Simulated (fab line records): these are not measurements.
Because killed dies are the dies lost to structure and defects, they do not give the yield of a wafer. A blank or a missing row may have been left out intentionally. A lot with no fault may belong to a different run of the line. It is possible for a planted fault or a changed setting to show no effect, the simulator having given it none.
Chamber matching -- flow n5-finfet -- 4 sister chambers for N5_BEOL_M1_ETCH_74 on rie-diel-06
The step etches underlayer in N2/H2, target depth 6.5 nm, time 5.2 s. 4 wafers are shown with their chamber, then 11 later ones without.

== EACH WAFER AND ITS CHAMBER ==
wafer,chamber,drypump-motor-current-A (A)
L086.5,0,5.8
L087.4,3,5.2
L087.5,2,6.7
L088.1,1,5.7

== WAFERS WITHOUT THEIR CHAMBER ==
wafer,drypump-motor-current-A (A)
L088.2,5.2
L088.5,5.2
L089.2,5.7
L089.5,5.7
L089.6,6.8
L095.4,5.8
L095.5,5.2
L095.6,6.7
L097.2,5.7
L097.4,5.2
L097.5,5.7

== EACH ONE'S CHAMBER ==
wafer,from the rows above,in truth
L088.2,3,3
L088.5,3,3
L089.2,1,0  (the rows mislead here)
L089.5,1,1
L089.6,2,2
L095.4,0,0
L095.5,3,3
L095.6,2,2
L097.2,1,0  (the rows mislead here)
L097.4,3,3
L097.5,1,1
Correctly placed: 9 of 11. From these rows, 0 cannot be placed. Placed wrongly: 2.
How it was worked out, from the rows above alone: a wafer's distance from a chamber is the root of the sum, over the readings, of the square of ((its reading less the chamber's mean) divided by the reading's scatter). If the next closest chamber is less than 2 further off than the closest, the wafer can't be placed; otherwise it belongs to the closest. Each chamber's mean is taken over the wafers shown for it. The scatter: root of mean squared gap, hidden wafer to nearest shown wafer, with one shown wafer a chamber.
